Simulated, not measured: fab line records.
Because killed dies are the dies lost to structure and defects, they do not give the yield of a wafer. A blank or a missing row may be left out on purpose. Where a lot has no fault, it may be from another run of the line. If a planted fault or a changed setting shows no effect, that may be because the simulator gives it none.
Matching of chambers	flow nand_harc	NHARC_A_CONTACT_DESCUM_74 on rie_diel-01: 4 sister chambers
The step chemistry O2, time 3 s. 8 wafers are shown with their chamber, then 9 later ones without.

== WAFERS WITH THEIR CHAMBER ==
wafer	chamber	drypump_motor_current_A (A)	showerhead_plenum_p_Torr (Torr)
L080.1	1	5.2	2.05
L080.3	2	6.4	2.01
L082.1	1	5.2	2.04
L082.3	0	5.8	2.07
L082.6	3	5.1	1.98
L086.1	3	5.1	1.98
L086.3	2	6.3	2.01
L086.5	0	5.8	2.06

== WAFERS WHOSE CHAMBER IS MISSING ==
wafer	drypump_motor_current_A (A)	showerhead_plenum_p_Torr (Torr)
L085.1	6.3	2.01
L085.2	5.8	2.06
L085.4	5.8	2.06
L095.2	5.8	2.05
L095.4	6.4	2.00
L095.6	5.1	1.97
L097.2	5.0	1.97
L097.3	5.8	2.05
L097.6	5.0	1.97

== CHAMBER TAKEN BY EACH ==
wafer	from the rows above	in truth
L085.1	2	2
L085.2	0	0
L085.4	0	0
L095.2	0	0
L095.4	2	2
L095.6	3	3
L097.2	3	3
L097.3	0	0
L097.6	3	3
Placed correctly: 9 of 9. Not placeable from these rows: 0. 0 placed wrongly.
How it was worked out, from the rows above alone: a wafer's distance from a chamber is the root of the sum, over the readings, of the square of ((its reading less the chamber's mean) divided by the reading's scatter). The wafer belongs to the nearest chamber; if the next one is less than 2 further off, it can't be placed. For every chamber, the mean is computed from those of its wafers that are shown. The scatter: take each reading less its chamber's mean, square it, sum over the shown wafers, divide by the number of wafers less the number of chambers, and take the root.
